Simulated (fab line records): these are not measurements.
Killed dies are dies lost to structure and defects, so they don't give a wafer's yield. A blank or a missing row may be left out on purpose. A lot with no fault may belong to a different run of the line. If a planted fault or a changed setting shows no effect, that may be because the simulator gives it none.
fab line records :: flow nand-harc :: part 2 of 2: steps 5 to 6 of 6
record:
  lots: 24
  wafers: 72
  last-day: 24
route steps=1159 shown A_SLIT@779 A_WL_FILL@834 A_CONTACT@855
lots with no fault: from the same line, run without faults
start-h: hours from the record's opening day to when the first of the lot's shown wafers began :: wait-h: hours elapsed since this lot's preceding step :: " repeats the value in the row above :: L1.1+2: several wafers, shown together as one row :: - no value, or no start given :: * or withheld: withheld :: < > ~ a bound
route shown NAME@n: NAME is a module with steps in the file, n the number in the route of the first one :: usual: the fault-free wafers' mean and standard deviation :: same: alike in all rows :: chamber/n: place in a boat :: sites: per-site readings :: _std_site: standard deviation across them :: _edge_site: outer sites' mean less inner sites' :: radius-mm: for every site, how far away it sits from the centre of the wafer :: mask NAME#n: copy n :: behind: the tool/chamber that last shaped the wafer :: hold: what put the lot on hold/how long, in hours/how the hold closed :: device: which transistor (n, p or np) failed to switch :: end of line: at the end of the route, the tests of the same wafers :: step lacking rows: just its recipe :: killed: the dies lost at the first sort to structure and to defects; this is not the yield of the wafer :: map: shows each die of a wafer: x if killed, . if not, _ if none is there
set.NAME: setting as actually run; set.NAME@STEP: the setting as run at that earlier step :: model.NAME: the simulator's own value behind a step, which no gauge read
steps of the route over a sample of lots; a table a step, a row a wafer
services: the hour from which a tool's chamber was out of use, counted from the record's first day as start-h (under 0 if before that day), plus the number of hours and why
== steps ==
step: NHARC_A_WL_FILL_CMP_12
recipe:
  t-overpolish-s: 30
  target-thk-nm: 75
usual:
  motor-current-A: 11.9/1.5
  overpolish-run-s: 30.001/0.0089
  retaining-ring-pressure-frac: 0.999/0.0053
  time-to-endpoint-s: 14.7/2.2
lot.wafer: L075.4
tool: cmp-03
chamber: 3
start-h: 373.46
wait-h: 2.9
motor-current-A: 11.6
overpolish-run-s: 30.007
retaining-ring-pressure-frac: 0.996
time-to-endpoint-s: 15.9

lot.wafer: L075.1
tool: cmp-03
chamber: 0
start-h: 373.46
wait-h: 2.9
motor-current-A: 12.4
overpolish-run-s: 29.988
retaining-ring-pressure-frac: 0.993
time-to-endpoint-s: 15.5

lot.wafer: L075.2
tool: cmp-03
chamber: 2
start-h: 373.46
wait-h: 2.9
motor-current-A: 12.9
overpolish-run-s: 29.994
retaining-ring-pressure-frac: 0.997
time-to-endpoint-s: 15.7

lot.wafer: L076.3
tool: cmp-03
chamber: 3
start-h: 373.90
wait-h: 2.2
motor-current-A: 11.9
overpolish-run-s: 30.007
retaining-ring-pressure-frac: 1.001
time-to-endpoint-s: 17.4

lot.wafer: L076.1
tool: cmp-03
chamber: 0
start-h: 373.90
wait-h: 2.2
motor-current-A: 13.2
overpolish-run-s: 29.982
retaining-ring-pressure-frac: 0.988
time-to-endpoint-s: 13.9

lot.wafer: L076.5
tool: cmp-03
chamber: 2
start-h: 373.90
wait-h: 2.2
motor-current-A: 12.0
overpolish-run-s: 29.998
retaining-ring-pressure-frac: 1.002
time-to-endpoint-s: 14.1

lot.wafer: L078.4
tool: cmp-03
chamber: 0
start-h: 378.21
wait-h: 2.8
motor-current-A: 12.8
overpolish-run-s: 29.998
retaining-ring-pressure-frac: 1.004
time-to-endpoint-s: 14.8

lot.wafer: L078.2
tool: cmp-03
chamber: 1
start-h: 378.21
wait-h: 2.8
motor-current-A: 14.7
overpolish-run-s: 30.007
retaining-ring-pressure-frac: 0.995
time-to-endpoint-s: 14.6

lot.wafer: L078.5
tool: cmp-03
chamber: 0
start-h: 378.21
wait-h: 2.8
motor-current-A: 13.2
overpolish-run-s: 30.006
retaining-ring-pressure-frac: 1.005
time-to-endpoint-s: 11.4

lot.wafer: L074.4
tool: cmp-04
chamber: 0
start-h: 378.63
wait-h: 2.1
motor-current-A: 11.7
overpolish-run-s: 30.026
retaining-ring-pressure-frac: 1.000
time-to-endpoint-s: 14.7

lot.wafer: L074.1
tool: cmp-04
chamber: 2
start-h: 378.63
wait-h: 2.1
motor-current-A: 10.7
overpolish-run-s: 30.018
retaining-ring-pressure-frac: 0.997
time-to-endpoint-s: 16.5

lot.wafer: L074.6
tool: cmp-04
chamber: 1
start-h: 378.63
wait-h: 2.1
motor-current-A: 11.6
overpolish-run-s: 30.008
retaining-ring-pressure-frac: 0.995
time-to-endpoint-s: 14.1

lot.wafer: L079.3
tool: cmp-03
chamber: 3
start-h: 390.73
wait-h: 3.0
motor-current-A: 11.3
overpolish-run-s: 30.001
retaining-ring-pressure-frac: 0.997
time-to-endpoint-s: 17.7

lot.wafer: L079.5
tool: cmp-03
chamber: 1
start-h: 390.73
wait-h: 3.0
motor-current-A: 13.8
overpolish-run-s: 30.016
retaining-ring-pressure-frac: 0.997
time-to-endpoint-s: 16.8

lot.wafer: L079.6
tool: cmp-03
chamber: 2
start-h: 390.73
wait-h: 3.0
motor-current-A: 13.2
overpolish-run-s: 29.989
retaining-ring-pressure-frac: 0.992
time-to-endpoint-s: 14.8

lot.wafer: L077.3
tool: cmp-02
chamber: 0
start-h: 395.38
wait-h: 2.3
motor-current-A: 13.8
overpolish-run-s: 30.001
retaining-ring-pressure-frac: 0.996
time-to-endpoint-s: 19.7

lot.wafer: L077.5
tool: cmp-02
chamber: 1
start-h: 395.38
wait-h: 2.3
motor-current-A: 8.9
overpolish-run-s: 30.000
retaining-ring-pressure-frac: 0.999
time-to-endpoint-s: 14.6

lot.wafer: L077.6
tool: cmp-02
chamber: 2
start-h: 395.38
wait-h: 2.3
motor-current-A: 11.7
overpolish-run-s: 30.002
retaining-ring-pressure-frac: 1.005
time-to-endpoint-s: 12.5

lot.wafer: L080.3
tool: cmp-03
chamber: 0
start-h: 403.65
wait-h: 2.9
motor-current-A: 12.6
overpolish-run-s: 29.997
retaining-ring-pressure-frac: 1.001
time-to-endpoint-s: 15.7

lot.wafer: L080.1
tool: cmp-03
chamber: 1
start-h: 403.65
wait-h: 2.9
motor-current-A: 14.9
overpolish-run-s: 30.000
retaining-ring-pressure-frac: 0.990
time-to-endpoint-s: 15.4

lot.wafer: L080.5
tool: cmp-03
chamber: 0
start-h: 403.65
wait-h: 2.9
motor-current-A: 12.0
overpolish-run-s: 30.017
retaining-ring-pressure-frac: 0.994
time-to-endpoint-s: 13.7

lot.wafer: L081.2
tool: cmp-03
chamber: 2
start-h: 409.72
wait-h: 3.6
motor-current-A: 12.7
overpolish-run-s: 30.002
retaining-ring-pressure-frac: 0.999
time-to-endpoint-s: 13.0

lot.wafer: L081.3
tool: cmp-03
chamber: 3
start-h: 409.72
wait-h: 3.6
motor-current-A: 11.9
overpolish-run-s: 30.013
retaining-ring-pressure-frac: 1.002
time-to-endpoint-s: 18.8

lot.wafer: L081.5
tool: cmp-03
chamber: 2
start-h: 409.72
wait-h: 3.6
motor-current-A: 13.1
overpolish-run-s: 30.011
retaining-ring-pressure-frac: 1.002
time-to-endpoint-s: 13.6

lot.wafer: L082.4
tool: cmp-02
chamber: 2
start-h: 416.90
wait-h: 2.9
motor-current-A: 10.5
overpolish-run-s: 30.006
retaining-ring-pressure-frac: 1.002
time-to-endpoint-s: 9.6

lot.wafer: L082.1
tool: cmp-02
chamber: 0
start-h: 416.90
wait-h: 2.9
motor-current-A: 13.3
overpolish-run-s: 30.008
retaining-ring-pressure-frac: 0.995
time-to-endpoint-s: 14.1

lot.wafer: L082.5
tool: cmp-02
chamber: 1
start-h: 416.90
wait-h: 2.9
motor-current-A: 9.3
overpolish-run-s: 29.999
retaining-ring-pressure-frac: 1.006
time-to-endpoint-s: 11.0

lot.wafer: L083.2
tool: cmp-04
chamber: 2
start-h: 417.66
wait-h: 4.4
motor-current-A: 10.2
overpolish-run-s: 30.007
retaining-ring-pressure-frac: 0.998
time-to-endpoint-s: 15.8

lot.wafer: L083.4
tool: cmp-04
chamber: 3
start-h: 417.66
wait-h: 4.4
motor-current-A: 12.6
overpolish-run-s: 30.004
retaining-ring-pressure-frac: 1.000
time-to-endpoint-s: 17.7

lot.wafer: L083.6
tool: cmp-04
chamber: 2
start-h: 417.66
wait-h: 4.4
motor-current-A: 10.1
overpolish-run-s: 30.003
retaining-ring-pressure-frac: 0.992
time-to-endpoint-s: 18.0

lot.wafer: L084.2
tool: cmp-04
chamber: 2
start-h: 421.22
wait-h: 4.4
motor-current-A: 10.2
overpolish-run-s: 30.013
retaining-ring-pressure-frac: 0.998
time-to-endpoint-s: 16.4

lot.wafer: L084.4
tool: cmp-04
chamber: 3
start-h: 421.22
wait-h: 4.4
motor-current-A: 12.4
overpolish-run-s: 30.005
retaining-ring-pressure-frac: 0.996
time-to-endpoint-s: 12.4

lot.wafer: L084.6
tool: cmp-04
chamber: 0
start-h: 421.22
wait-h: 4.4
motor-current-A: 11.1
overpolish-run-s: 30.005
retaining-ring-pressure-frac: 1.006
time-to-endpoint-s: 13.2

lot.wafer: L086.2
tool: cmp-02
chamber: 2
start-h: 432.29
wait-h: 4.4
motor-current-A: 10.6
overpolish-run-s: 30.005
retaining-ring-pressure-frac: 1.001
time-to-endpoint-s: 16.8

lot.wafer: L086.4
tool: cmp-02
chamber: 0
start-h: 432.29
wait-h: 4.4
motor-current-A: 14.4
overpolish-run-s: 30.008
retaining-ring-pressure-frac: 0.990
time-to-endpoint-s: 17.3

lot.wafer: L086.6
tool: cmp-02
chamber: 3
start-h: 432.29
wait-h: 4.4
motor-current-A: 11.8
overpolish-run-s: 29.994
retaining-ring-pressure-frac: 0.995
time-to-endpoint-s: 13.7

lot.wafer: L085.4
tool: cmp-03
chamber: 0
start-h: 432.30
wait-h: 3.0
motor-current-A: 12.9
overpolish-run-s: 30.019
retaining-ring-pressure-frac: 0.994
time-to-endpoint-s: 16.1

lot.wafer: L085.5
tool: cmp-03
chamber: 1
start-h: 432.30
wait-h: 3.0
motor-current-A: 14.4
overpolish-run-s: 30.006
retaining-ring-pressure-frac: 1.000
time-to-endpoint-s: 17.8

lot.wafer: L085.6
tool: cmp-03
chamber: 2
start-h: 432.30
wait-h: 3.0
motor-current-A: 12.7
overpolish-run-s: 29.998
retaining-ring-pressure-frac: 0.998
time-to-endpoint-s: 13.8

lot.wafer: L087.2
tool: cmp-02
chamber: 3
start-h: 439.98
wait-h: 4.4
motor-current-A: 11.1
overpolish-run-s: 30.017
retaining-ring-pressure-frac: 0.995
time-to-endpoint-s: 14.7

lot.wafer: L087.4
tool: cmp-02
chamber: 1
start-h: 439.98
wait-h: 4.4
motor-current-A: 8.9
overpolish-run-s: 29.993
retaining-ring-pressure-frac: 1.006
time-to-endpoint-s: 12.4

lot.wafer: L087.1
tool: cmp-02
chamber: 2
start-h: 439.98
wait-h: 4.4
motor-current-A: 10.7
overpolish-run-s: 29.998
retaining-ring-pressure-frac: 0.998
time-to-endpoint-s: 15.4

lot.wafer: L089.1
tool: cmp-02
chamber: 2
start-h: 444.37
wait-h: 3.7
motor-current-A: 11.3
overpolish-run-s: 30.006
retaining-ring-pressure-frac: 1.014
time-to-endpoint-s: 15.2

lot.wafer: L089.4
tool: cmp-02
chamber: 3
start-h: 444.37
wait-h: 3.7
motor-current-A: 11.7
overpolish-run-s: 29.991
retaining-ring-pressure-frac: 1.004
time-to-endpoint-s: 15.3

lot.wafer: L089.5
tool: cmp-02
chamber: 1
start-h: 444.37
wait-h: 3.7
motor-current-A: 9.4
overpolish-run-s: 29.991
retaining-ring-pressure-frac: 0.998
time-to-endpoint-s: 11.4

lot.wafer: L088.1
tool: cmp-02
chamber: 0
start-h: 444.57
wait-h: 3.7
motor-current-A: 14.0
overpolish-run-s: 30.015
retaining-ring-pressure-frac: 1.004
time-to-endpoint-s: 14.3

lot.wafer: L088.6
tool: cmp-02
chamber: 1
start-h: 444.57
wait-h: 3.7
motor-current-A: 9.4
overpolish-run-s: 29.981
retaining-ring-pressure-frac: 0.998
time-to-endpoint-s: 11.9

lot.wafer: L088.5
tool: cmp-02
chamber: 2
start-h: 444.57
wait-h: 3.7
motor-current-A: 11.4
overpolish-run-s: 29.991
retaining-ring-pressure-frac: 1.003
time-to-endpoint-s: 12.6

lot.wafer: L091.3
tool: cmp-04
chamber: 0
start-h: 458.06
wait-h: 2.9
motor-current-A: 11.7
overpolish-run-s: 29.998
retaining-ring-pressure-frac: 0.980
time-to-endpoint-s: 12.4

lot.wafer: L091.2
tool: cmp-04
chamber: 1
start-h: 458.06
wait-h: 2.9
motor-current-A: 11.3
overpolish-run-s: 30.000
retaining-ring-pressure-frac: 0.993
time-to-endpoint-s: 11.6

lot.wafer: L091.1
tool: cmp-04
chamber: 2
start-h: 458.06
wait-h: 2.9
motor-current-A: 9.8
overpolish-run-s: 30.000
retaining-ring-pressure-frac: 1.006
time-to-endpoint-s: 14.4

lot.wafer: L090.4
tool: cmp-04
chamber: 3
start-h: 460.59
wait-h: 2.2
motor-current-A: 12.0
overpolish-run-s: 29.978
retaining-ring-pressure-frac: 0.995
time-to-endpoint-s: 14.4

lot.wafer: L090.3
tool: cmp-04
chamber: 1
start-h: 460.59
wait-h: 2.2
motor-current-A: 11.6
overpolish-run-s: 29.985
retaining-ring-pressure-frac: 1.003
time-to-endpoint-s: 12.8

lot.wafer: L090.6
tool: cmp-04
chamber: 3
start-h: 460.59
wait-h: 2.2
motor-current-A: 11.8
overpolish-run-s: 29.999
retaining-ring-pressure-frac: 0.996
time-to-endpoint-s: 13.3

lot.wafer: L092.4
tool: cmp-04
chamber: 0
start-h: 463.06
wait-h: 2.2
motor-current-A: 11.5
overpolish-run-s: 29.999
retaining-ring-pressure-frac: 0.998
time-to-endpoint-s: 13.4

lot.wafer: L092.3
tool: cmp-04
chamber: 1
start-h: 463.06
wait-h: 2.2
motor-current-A: 11.0
overpolish-run-s: 30.009
retaining-ring-pressure-frac: 1.007
time-to-endpoint-s: 14.6

lot.wafer: L092.5
tool: cmp-04
chamber: 3
start-h: 463.06
wait-h: 2.2
motor-current-A: 11.9
overpolish-run-s: 30.005
retaining-ring-pressure-frac: 0.994
time-to-endpoint-s: 15.4

lot.wafer: L095.2
tool: cmp-02
chamber: 3
start-h: 474.56
wait-h: 3.6
motor-current-A: 12.3
overpolish-run-s: 30.001
retaining-ring-pressure-frac: 0.996
time-to-endpoint-s: 12.2

lot.wafer: L095.5
tool: cmp-02
chamber: 2
start-h: 474.56
wait-h: 3.6
motor-current-A: 11.1
overpolish-run-s: 30.012
retaining-ring-pressure-frac: 1.000
time-to-endpoint-s: 15.8

lot.wafer: L095.6
tool: cmp-02
chamber: 3
start-h: 474.56
wait-h: 3.6
motor-current-A: 11.8
overpolish-run-s: 30.010
retaining-ring-pressure-frac: 1.001
time-to-endpoint-s: 13.7

lot.wafer: L093.3
tool: cmp-03
chamber: 3
start-h: 474.75
wait-h: 2.9
motor-current-A: 11.1
overpolish-run-s: 30.002
retaining-ring-pressure-frac: 0.997
time-to-endpoint-s: 17.2

lot.wafer: L093.2
tool: cmp-03
chamber: 2
start-h: 474.75
wait-h: 2.9
motor-current-A: 12.3
overpolish-run-s: 30.012
retaining-ring-pressure-frac: 1.004
time-to-endpoint-s: 15.1

lot.wafer: L093.5
tool: cmp-03
chamber: 3
start-h: 474.75
wait-h: 2.9
motor-current-A: 11.4
overpolish-run-s: 30.006
retaining-ring-pressure-frac: 0.998
time-to-endpoint-s: 20.8

lot.wafer: L094.4
tool: cmp-02
chamber: 0
start-h: 483.08
wait-h: 2.9
motor-current-A: 13.3
overpolish-run-s: 29.998
retaining-ring-pressure-frac: 0.991
time-to-endpoint-s: 15.7

lot.wafer: L094.1
tool: cmp-02
chamber: 2
start-h: 483.08
wait-h: 2.9
motor-current-A: 10.2
overpolish-run-s: 30.012
retaining-ring-pressure-frac: 1.010
time-to-endpoint-s: 12.1

lot.wafer: L094.6
tool: cmp-02
chamber: 1
start-h: 483.08
wait-h: 2.9
motor-current-A: 9.4
overpolish-run-s: 30.002
retaining-ring-pressure-frac: 0.997
time-to-endpoint-s: 12.8

lot.wafer: L096.3
tool: cmp-03
chamber: 0
start-h: 492.88
wait-h: 2.2
motor-current-A: 13.2
overpolish-run-s: 30.010
retaining-ring-pressure-frac: 0.998
time-to-endpoint-s: 14.7

lot.wafer: L096.6
tool: cmp-03
chamber: 3
start-h: 492.88
wait-h: 2.2
motor-current-A: 11.2
overpolish-run-s: 29.997
retaining-ring-pressure-frac: 1.003
time-to-endpoint-s: 15.7

lot.wafer: L096.5
tool: cmp-03
chamber: 0
start-h: 492.88
wait-h: 2.2
motor-current-A: 12.6
overpolish-run-s: 30.001
retaining-ring-pressure-frac: 1.000
time-to-endpoint-s: 12.3

lot.wafer: L097.1
tool: cmp-03
chamber: 2
start-h: 499.30
wait-h: 4.3
motor-current-A: 13.1
overpolish-run-s: 30.015
retaining-ring-pressure-frac: 1.001
time-to-endpoint-s: 15.0

lot.wafer: L097.2
tool: cmp-03
chamber: 3
start-h: 499.30
wait-h: 4.3
motor-current-A: 11.7
overpolish-run-s: 30.001
retaining-ring-pressure-frac: 0.995
time-to-endpoint-s: 17.7

lot.wafer: L097.4
tool: cmp-03
chamber: 0
start-h: 499.30
wait-h: 4.3
motor-current-A: 12.7
overpolish-run-s: 29.993
retaining-ring-pressure-frac: 1.013
time-to-endpoint-s: 11.8
step: NHARC_A_CONTACT_OVL_MEAS_43
usual:
  overlay-x-nm: 0.0/1.1
  overlay-y-nm: 0.1/0.89
lot.wafer: L075.1
tool: overlay-01
chamber: -
start-h: 377.61
wait-h: -
overlay-x-nm: 1.0
overlay-y-nm: 0.0

lot.wafer: L075.2
tool: overlay-01
chamber: -
start-h: 377.61
wait-h: -
overlay-x-nm: 0.3
overlay-y-nm: -0.5

lot.wafer: L075.4
tool: overlay-01
chamber: -
start-h: 377.61
wait-h: -
overlay-x-nm: 0.0
overlay-y-nm: 0.1

lot.wafer: L076.1
tool: overlay-01
chamber: -
start-h: 378.06
wait-h: -
overlay-x-nm: 0.3
overlay-y-nm: 1.1

lot.wafer: L076.3
tool: overlay-01
chamber: -
start-h: 378.06
wait-h: -
overlay-x-nm: 0.4
overlay-y-nm: 1.2

lot.wafer: L076.5
tool: overlay-01
chamber: -
start-h: 378.06
wait-h: -
overlay-x-nm: 0.5
overlay-y-nm: 0.6

lot.wafer: L078.2
tool: overlay-01
chamber: -
start-h: 382.56
wait-h: -
overlay-x-nm: -1.2
overlay-y-nm: -0.1

lot.wafer: L078.4
tool: overlay-01
chamber: -
start-h: 382.56
wait-h: -
overlay-x-nm: -0.5
overlay-y-nm: 0.4

lot.wafer: L078.5
tool: overlay-01
chamber: -
start-h: 382.56
wait-h: -
overlay-x-nm: -0.8
overlay-y-nm: -0.1

lot.wafer: L074.1
tool: overlay-01
chamber: -
start-h: 382.98
wait-h: -
overlay-x-nm: 0.8
overlay-y-nm: 0.6

lot.wafer: L074.4
tool: overlay-01
chamber: -
start-h: 382.98
wait-h: -
overlay-x-nm: 0.6
overlay-y-nm: 0.7

lot.wafer: L074.6
tool: overlay-01
chamber: -
start-h: 382.98
wait-h: -
overlay-x-nm: 0.4
overlay-y-nm: 1.4

lot.wafer: L079.3
tool: overlay-02
chamber: -
start-h: 396.24
wait-h: -
overlay-x-nm: 0.6
overlay-y-nm: 0.4

lot.wafer: L079.5
tool: overlay-02
chamber: -
start-h: 396.24
wait-h: -
overlay-x-nm: -0.2
overlay-y-nm: -0.6

lot.wafer: L079.6
tool: overlay-02
chamber: -
start-h: 396.24
wait-h: -
overlay-x-nm: 0.1
overlay-y-nm: 0.4

lot.wafer: L077.3
tool: overlay-02
chamber: -
start-h: 399.49
wait-h: -
overlay-x-nm: 0.8
overlay-y-nm: -1.0

lot.wafer: L077.5
tool: overlay-02
chamber: -
start-h: 399.49
wait-h: -
overlay-x-nm: 0.4
overlay-y-nm: -0.5

lot.wafer: L077.6
tool: overlay-02
chamber: -
start-h: 399.49
wait-h: -
overlay-x-nm: 0.8
overlay-y-nm: -1.2

lot.wafer: L080.1
tool: overlay-02
chamber: -
start-h: 407.80
wait-h: -
overlay-x-nm: 1.0
overlay-y-nm: -0.7

lot.wafer: L080.3
tool: overlay-02
chamber: -
start-h: 407.80
wait-h: -
overlay-x-nm: 0.8
overlay-y-nm: -1.2

lot.wafer: L080.5
tool: overlay-02
chamber: -
start-h: 407.80
wait-h: -
overlay-x-nm: 0.2
overlay-y-nm: -0.7

lot.wafer: L081.2
tool: overlay-01
chamber: -
start-h: 414.52
wait-h: -
overlay-x-nm: -1.1
overlay-y-nm: -0.8

lot.wafer: L081.3
tool: overlay-01
chamber: -
start-h: 414.52
wait-h: -
overlay-x-nm: -0.5
overlay-y-nm: -1.6

lot.wafer: L081.5
tool: overlay-01
chamber: -
start-h: 414.52
wait-h: -
overlay-x-nm: -0.8
overlay-y-nm: -0.8

lot.wafer: L082.1
tool: overlay-02
chamber: -
start-h: 421.04
wait-h: -
overlay-x-nm: -1.2
overlay-y-nm: -1.8

lot.wafer: L082.4
tool: overlay-02
chamber: -
start-h: 421.04
wait-h: -
overlay-x-nm: -1.2
overlay-y-nm: -1.5

lot.wafer: L082.5
tool: overlay-02
chamber: -
start-h: 421.04
wait-h: -
overlay-x-nm: -1.8
overlay-y-nm: -1.7

lot.wafer: L083.2
tool: overlay-01
chamber: -
start-h: 421.88
wait-h: -
overlay-x-nm: -1.3
overlay-y-nm: 0.5

lot.wafer: L083.4
tool: overlay-01
chamber: -
start-h: 421.88
wait-h: -
overlay-x-nm: -1.9
overlay-y-nm: 0.7

lot.wafer: L083.6
tool: overlay-01
chamber: -
start-h: 421.88
wait-h: -
overlay-x-nm: -1.7
overlay-y-nm: 0.7

lot.wafer: L084.2
tool: overlay-01
chamber: -
start-h: 425.38
wait-h: -
overlay-x-nm: 0.4
overlay-y-nm: -0.5

lot.wafer: L084.4
tool: overlay-01
chamber: -
start-h: 425.38
wait-h: -
overlay-x-nm: 0.3
overlay-y-nm: -0.7

lot.wafer: L084.6
tool: overlay-01
chamber: -
start-h: 425.38
wait-h: -
overlay-x-nm: 0.4
overlay-y-nm: 0.1

lot.wafer: L085.4
tool: overlay-01
chamber: -
start-h: 437.49
wait-h: -
overlay-x-nm: -0.9
overlay-y-nm: -0.9

lot.wafer: L085.5
tool: overlay-01
chamber: -
start-h: 437.49
wait-h: -
overlay-x-nm: -0.5
overlay-y-nm: -0.1

lot.wafer: L085.6
tool: overlay-01
chamber: -
start-h: 437.49
wait-h: -
overlay-x-nm: -0.5
overlay-y-nm: -0.1

lot.wafer: L086.2
tool: overlay-01
chamber: -
start-h: 438.05
wait-h: -
overlay-x-nm: 0.0
overlay-y-nm: -0.3

lot.wafer: L086.4
tool: overlay-01
chamber: -
start-h: 438.05
wait-h: -
overlay-x-nm: 0.4
overlay-y-nm: -1.2

lot.wafer: L086.6
tool: overlay-01
chamber: -
start-h: 438.05
wait-h: -
overlay-x-nm: 0.2
overlay-y-nm: -0.5

lot.wafer: L087.1
tool: overlay-01
chamber: -
start-h: 444.04
wait-h: -
overlay-x-nm: -2.1
overlay-y-nm: 0.8

lot.wafer: L087.2
tool: overlay-01
chamber: -
start-h: 444.04
wait-h: -
overlay-x-nm: -2.2
overlay-y-nm: 0.4

lot.wafer: L087.4
tool: overlay-01
chamber: -
start-h: 444.04
wait-h: -
overlay-x-nm: -1.3
overlay-y-nm: 0.5

lot.wafer: L089.1
tool: overlay-02
chamber: -
start-h: 449.29
wait-h: -
overlay-x-nm: -1.8
overlay-y-nm: 1.5

lot.wafer: L089.4
tool: overlay-02
chamber: -
start-h: 449.29
wait-h: -
overlay-x-nm: -1.2
overlay-y-nm: 0.9

lot.wafer: L089.5
tool: overlay-02
chamber: -
start-h: 449.29
wait-h: -
overlay-x-nm: -1.7
overlay-y-nm: 1.3

lot.wafer: L088.1
tool: overlay-02
chamber: -
start-h: 450.60
wait-h: -
overlay-x-nm: 0.2
overlay-y-nm: -0.8

lot.wafer: L088.5
tool: overlay-02
chamber: -
start-h: 450.60
wait-h: -
overlay-x-nm: 0.5
overlay-y-nm: -0.2

lot.wafer: L088.6
tool: overlay-02
chamber: -
start-h: 450.60
wait-h: -
overlay-x-nm: 0.3
overlay-y-nm: -0.2

lot.wafer: L091.1
tool: overlay-01
chamber: -
start-h: 462.43
wait-h: -
overlay-x-nm: -1.4
overlay-y-nm: 0.8

lot.wafer: L091.2
tool: overlay-01
chamber: -
start-h: 462.43
wait-h: -
overlay-x-nm: -1.5
overlay-y-nm: 1.0

lot.wafer: L091.3
tool: overlay-01
chamber: -
start-h: 462.43
wait-h: -
overlay-x-nm: -1.9
overlay-y-nm: 0.0

lot.wafer: L090.3
tool: overlay-02
chamber: -
start-h: 464.68
wait-h: -
overlay-x-nm: 1.8
overlay-y-nm: 0.5

lot.wafer: L090.4
tool: overlay-02
chamber: -
start-h: 464.68
wait-h: -
overlay-x-nm: 1.6
overlay-y-nm: 0.4

lot.wafer: L090.6
tool: overlay-02
chamber: -
start-h: 464.68
wait-h: -
overlay-x-nm: 1.8
overlay-y-nm: 0.6

lot.wafer: L092.3
tool: overlay-02
chamber: -
start-h: 467.12
wait-h: -
overlay-x-nm: 0.6
overlay-y-nm: 0.7

lot.wafer: L092.4
tool: overlay-02
chamber: -
start-h: 467.12
wait-h: -
overlay-x-nm: 0.7
overlay-y-nm: 0.9

lot.wafer: L092.5
tool: overlay-02
chamber: -
start-h: 467.12
wait-h: -
overlay-x-nm: 0.7
overlay-y-nm: 1.1

lot.wafer: L095.2
tool: overlay-01
chamber: -
start-h: 480.39
wait-h: -
overlay-x-nm: 2.2
overlay-y-nm: -1.3

lot.wafer: L095.5
tool: overlay-01
chamber: -
start-h: 480.39
wait-h: -
overlay-x-nm: 1.9
overlay-y-nm: -1.5

lot.wafer: L095.6
tool: overlay-01
chamber: -
start-h: 480.39
wait-h: -
overlay-x-nm: 2.2
overlay-y-nm: -1.6

lot.wafer: L093.2
tool: overlay-01
chamber: -
start-h: 482.56
wait-h: -
overlay-x-nm: 1.1
overlay-y-nm: 0.3

lot.wafer: L093.3
tool: overlay-01
chamber: -
start-h: 482.56
wait-h: -
overlay-x-nm: 1.1
overlay-y-nm: 0.0

lot.wafer: L093.5
tool: overlay-01
chamber: -
start-h: 482.56
wait-h: -
overlay-x-nm: 1.2
overlay-y-nm: 0.5

lot.wafer: L094.1
tool: overlay-01
chamber: -
start-h: 489.84
wait-h: -
overlay-x-nm: 0.1
overlay-y-nm: 0.8

lot.wafer: L094.4
tool: overlay-01
chamber: -
start-h: 489.84
wait-h: -
overlay-x-nm: -0.4
overlay-y-nm: 0.7

lot.wafer: L094.6
tool: overlay-01
chamber: -
start-h: 489.84
wait-h: -
overlay-x-nm: -0.2
overlay-y-nm: 1.0

lot.wafer: L096.3
tool: overlay-02
chamber: -
start-h: 496.91
wait-h: -
overlay-x-nm: 0.2
overlay-y-nm: 1.4

lot.wafer: L096.5
tool: overlay-02
chamber: -
start-h: 496.91
wait-h: -
overlay-x-nm: 0.0
overlay-y-nm: 2.1

lot.wafer: L096.6
tool: overlay-02
chamber: -
start-h: 496.91
wait-h: -
overlay-x-nm: 0.2
overlay-y-nm: 1.8

lot.wafer: L097.1
tool: overlay-01
chamber: -
start-h: 503.66
wait-h: -
overlay-x-nm: 1.6
overlay-y-nm: 0.6

lot.wafer: L097.2
tool: overlay-01
chamber: -
start-h: 503.66
wait-h: -
overlay-x-nm: 2.3
overlay-y-nm: 1.2

lot.wafer: L097.4
tool: overlay-01
chamber: -
start-h: 503.66
wait-h: -
overlay-x-nm: 1.9
overlay-y-nm: 1.4
== services ==
tool: cmp-02
chamber: -
start-h: 317.27
hours: 0.9
kind: repair

tool: cmp-02
chamber: -
start-h: 324.50
hours: 4.0
kind: pm

tool: cmp-03
chamber: -
start-h: 328.31
hours: 0.7
kind: repair

tool: rie-diel-05
chamber: 3
start-h: 336.36
hours: 1.9
kind: repair

tool: rie-diel-05
chamber: -
start-h: 340.60
hours: 9.0
kind: pm

tool: rie-diel-07
chamber: 3
start-h: 343.07
hours: 6.3
kind: repair

tool: pecvd-01
chamber: 0
start-h: 357.14
hours: 4.0
kind: repair

tool: cmp-03
chamber: -
start-h: 357.98
hours: 4.0
kind: pm

tool: rie-diel-05
chamber: 0
start-h: 358.66
hours: 9.7
kind: repair

tool: cmp-02
chamber: -
start-h: 368.24
hours: 0.8
kind: repair

tool: pecvd-03
chamber: -
start-h: 390.62
hours: 0.5
kind: repair

tool: rie-diel-07
chamber: 2
start-h: 391.26
hours: 17.1
kind: repair

tool: rie-diel-03
chamber: -
start-h: 392.30
hours: 9.0
kind: pm

tool: cmp-03
chamber: -
start-h: 404.40
hours: 0.5
kind: repair

tool: rie-diel-07
chamber: -
start-h: 405.20
hours: 9.0
kind: pm

tool: pecvd-01
chamber: -
start-h: 418.00
hours: 13.0
kind: pm

tool: cmp-02
chamber: -
start-h: 422.50
hours: 4.0
kind: pm

tool: rie-diel-07
chamber: 0
start-h: 431.19
hours: 4.0
kind: repair

tool: pecvd-03
chamber: 0
start-h: 440.29
hours: 4.2
kind: repair

tool: rie-diel-03
chamber: 1
start-h: 447.63
hours: 4.7
kind: repair

tool: cmp-03
chamber: -
start-h: 455.98
hours: 4.0
kind: pm

tool: rie-diel-05
chamber: -
start-h: 465.37
hours: 1.7
kind: repair

tool: pecvd-03
chamber: -
start-h: 473.42
hours: 13.0
kind: pm

tool: rie-diel-03
chamber: 3
start-h: 484.17
hours: 7.4
kind: repair
